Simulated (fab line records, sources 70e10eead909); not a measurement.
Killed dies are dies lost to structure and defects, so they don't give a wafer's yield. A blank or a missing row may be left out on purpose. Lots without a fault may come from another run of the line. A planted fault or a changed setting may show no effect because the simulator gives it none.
A struck lot beside a sound one | flow nand_harc | 14 steps out of a route of 1302
Sound: wafers L802.2, L802.3, L802.5. Struck: wafers L806.2, L806.3, L806.4. The cause comes at the end.
At each step with rows: each side's tool, then ch and its chambers, then its first start. Under that, the readings that differ: sound wafers | struck wafers | difference of the means | sigmas: that difference in standard deviations of wafers without a fault.
alike: readings whose means differ by less than 2 such deviations, and words and numbers that are the same on both sides. not compared: withheld readings, readings that some wafer has no value for, bounds like >300 that may hide the same value, and numbers for which the record gives no deviation and whose values overlap.
The two part at a step that has a row with sigmas, a row that says differs or no value, or rows on one side only. Numbers that don't overlap but have no deviation are shown without sigmas and don't part them. A reading that every wafer of one side lacks parts them only if that side has two wafers or more.

NHARC_P_CONTACT_CD_MEAS_19:
  sound on cd_sem-01, day 7 05:38; struck on cd_sem-01, day 8 23:49
  alike: cd_nm
NHARC_P_CONTACT_STRIP_28: strips in O2.
  sound on rie_diel-12 ch 0,2,3, day 7 05:44; struck on rie_diel-01 ch 1,2,3, day 8 23:53
  alike: drypump_motor_current_A, oes_product_au, rf_vpp_V, showerhead_plenum_p_Torr, throttle_valve_pct
  not compared: rf_hours_counter_h
then, 1 step without rows for these wafers: NHARC_P_CONTACT_STRIP_29 (strips in post etch residue remover, time 1200 s).
NHARC_P_CONTACT_DEGAS_38: time 60 s.
  sound on pvd_sputter-01, day 7 06:21; struck on pvd_sputter-03, day 9 00:32
  alike: heater_power_w
then, 2 steps without rows for these wafers: NHARC_P_CONTACT_PRE_CLEAN_39 (time 19.5 s); NHARC_P_CONTACT_PVD_32 (deposits Ti, target thk 5 nm, time 17.7 s).
NHARC_P_CONTACT_ALD_22: deposits TiN, target thk 3 nm, pulse time 1 s, ald cycles 150.
  sound on ald_metal-03 ch 0,1,3, day 7 06:38; struck on ald_metal-02 ch 0,1,2, day 9 00:47
  alike: heater_power_w, precursor_pulse_height_rel
NHARC_P_CONTACT_CVD_23: deposits W, target thk 200 nm, time 557 s.
  sound on cvd_w-02 ch 0,1; struck on cvd_w-02 ch 0,1
  alike: heater_power_w, throttle_valve_pct
NHARC_P_CONTACT_CMP_24: polishes, t overpolish 30 s, target thk 200 nm.
  sound on cmp-01 ch 0,1, day 7 07:27; struck on cmp-01 ch 0,2,3, day 9 01:37
  alike: motor_current_A, overpolish_run_s, time_to_endpoint_s
then, 1 step without rows for these wafers: NHARC_P_CONTACT_SRD_26.
NHARC_P_CONTACT_INSPECT_27:
  sound on defect_inspect-02, day 7 07:52; struck on defect_inspect-01, day 9 02:02
  alike: raw_defect_count
NHARC_P_M0_DEP_00: deposits SiOC, target thk 150 nm.
  sound on pecvd-04 ch 0,1,2, day 7 07:56; struck on pecvd-04 ch 1,2, day 9 02:35
then, 1 step without rows for these wafers: NHARC_P_M0_DEHYDRATE_01 (time 120 s).
-- the record jumps here: 18 days lie between the struck wafers' starts before and after (it left off in module P_M0 and takes up again in module END, whose first step shown is number 1302 of the route) --
NHARC_END_SORT_01:
  the record has rows for the struck wafers here (prober-02 ch 0, day 27 07:01) and none for the sound ones

WHERE THEY PART
Only at NHARC_END_SORT_01, within this record.

WHY: what the simulator had put in
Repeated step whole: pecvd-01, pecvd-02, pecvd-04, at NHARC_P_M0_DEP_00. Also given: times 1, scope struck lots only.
